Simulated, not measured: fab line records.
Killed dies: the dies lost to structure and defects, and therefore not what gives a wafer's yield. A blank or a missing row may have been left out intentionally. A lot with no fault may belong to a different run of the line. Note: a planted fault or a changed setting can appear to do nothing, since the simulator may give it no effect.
Matching of chambers    flow nand_harc    NHARC_A_CONTACT_CMP_20 on cmp-03 has 4 sister chambers
The step polishes, t overpolish 30 s, target thk 300 nm. 4 wafers are shown with their chamber, then 7 later ones without.

WAFERS PAIRED WITH THEIR CHAMBERS
wafer   chamber  motor_current_A (A)
L078.3  3        12.6
L086.5  2        11.3
L092.2  0        11.5
L092.4  1        12.1

WAFERS MISSING THEIR CHAMBER
wafer   motor_current_A (A)
L092.5  11.8
L091.1  11.2
L091.3  12.0
L091.4  11.2
L096.1  12.4
L096.3  11.4
L096.4  11.7

WHICH CHAMBER EACH WENT THROUGH
wafer    from the rows above            in truth
L092.5   can't be placed: 1 or 0 or 2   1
L091.1   can't be placed: 2 or 0        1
L091.3   1                              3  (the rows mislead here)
L091.4   can't be placed: 2 or 0        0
L096.1   can't be placed: 3 or 1        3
L096.3   can't be placed: 0 or 2        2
L096.4   can't be placed: 0 or 2 or 1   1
Correctly placed: 0 of 7. Cannot be placed on the basis of these rows: 6; the candidates contain the true chamber in 5. Wrongly placed: 1.
How it was worked out, from the rows above alone: a wafer's distance from a chamber is the root of the sum, over the readings, of the square of ((its reading less the chamber's mean) divided by the reading's scatter). The wafer belongs to the nearest chamber; if the next one is less than 2 further off, it can't be placed. For every chamber, the mean is computed from those of its wafers that are shown. The scatter: with one shown wafer a chamber, the root of the mean of the squares of how far each hidden wafer lies from its nearest shown one.
